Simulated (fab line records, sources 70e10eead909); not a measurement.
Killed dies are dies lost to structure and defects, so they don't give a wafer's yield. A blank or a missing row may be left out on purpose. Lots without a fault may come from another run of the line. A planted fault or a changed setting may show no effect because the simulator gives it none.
Chamber matching | flow nand_harc | NHARC_P_CONTACT_STRIP_28 on rie_diel-05: 4 sister chambers
The step strips in O2. 18 wafers are shown with their chamber, then 9 later ones without.

WAFERS WITH THEIR CHAMBER
wafer  | chamber | drypump_motor_current_A (A) | oes_product_au (a.u.) | throttle_valve_pct (%)
L077.1 | 0       | 5.6                         | 1.029                 | 17.040
L077.5 | 1       | 6.0                         | 0.990                 | 17.039
L077.6 | 0       | 5.6                         | 1.031                 | 17.030
L079.2 | 0       | 5.6                         | 1.046                 | 17.031
L079.3 | 3       | 6.1                         | 1.011                 | 17.027
L079.5 | 2       | 6.1                         | 0.993                 | 17.027
L082.4 | 3       | 6.1                         | 1.013                 | 17.041
L082.5 | 0       | 5.6                         | 1.049                 | 17.038
L082.6 | 3       | 6.1                         | 1.012                 | 17.032
L084.2 | 1       | 6.0                         | 0.996                 | 17.034
L084.3 | 3       | 6.1                         | 0.993                 | 17.046
L084.6 | 2       | 6.0                         | 1.017                 | 17.024
L085.1 | 1       | 6.0                         | 0.992                 | 17.039
L085.4 | 2       | 6.0                         | 1.004                 | 17.029
L085.6 | 1       | 6.0                         | 0.991                 | 17.031
L089.2 | 0       | 5.6                         | 1.028                 | 17.026
L089.3 | 1       | 6.0                         | 1.000                 | 17.043
L089.6 | 2       | 6.0                         | 1.005                 | 17.035

SIGNATURES (means of the wafers above)
reading                 | chamber 0 | chamber 1 | chamber 2 | chamber 3 | scatter within a chamber
drypump_motor_current_A | 5.600     | 6.000     | 6.025     | 6.100     | 0.0231
oes_product_au          | 1.03660   | 0.99380   | 1.00475   | 1.00725   | 0.0086
throttle_valve_pct      | 17.03300  | 17.03720  | 17.02875  | 17.03650  | 0.00604
Rule: a wafer's distance from a chamber is the root of the sum, over the readings, of the square of ((its reading less the chamber's mean) divided by the reading's scatter). The wafer belongs to the nearest chamber; if the next one is less than 2 further off, it can't be placed. The scatter: the root of (the sum of the squares of (reading less its chamber's mean) over the shown wafers, divided by (wafers less chambers)).

WAFERS WITHOUT THEIR CHAMBER
wafer  | drypump_motor_current_A (A) | oes_product_au (a.u.) | throttle_valve_pct (%)
L092.2 | 6.1                         | 1.002                 | 17.037
L092.3 | 5.6                         | 1.025                 | 17.028
L092.5 | 5.6                         | 1.027                 | 17.034
L093.1 | 6.0                         | 1.007                 | 17.050
L093.4 | 6.0                         | 1.009                 | 17.044
L093.5 | 6.1                         | 1.004                 | 17.046
L095.2 | 6.0                         | 1.003                 | 17.022
L095.4 | 5.6                         | 1.021                 | 17.038
L095.5 | 6.1                         | 1.001                 | 17.026

WHICH CHAMBER EACH WENT THROUGH
wafer  | from the rows above     | in truth
L092.2 | 3                       | 3
L092.3 | 0                       | 0
L092.5 | 0                       | 0
L093.1 | can't be placed: 1 or 2 | 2
L093.4 | can't be placed: 1 or 2 | 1
L093.5 | 3                       | 3
L095.2 | can't be placed: 2 or 1 | 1
L095.4 | 0                       | 0
L095.5 | can't be placed: 3 or 2 | 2
Placed correctly: 5 of 9. Can't be placed from these rows: 4 (the true chamber is among the candidates in 4). Placed wrongly: 0.
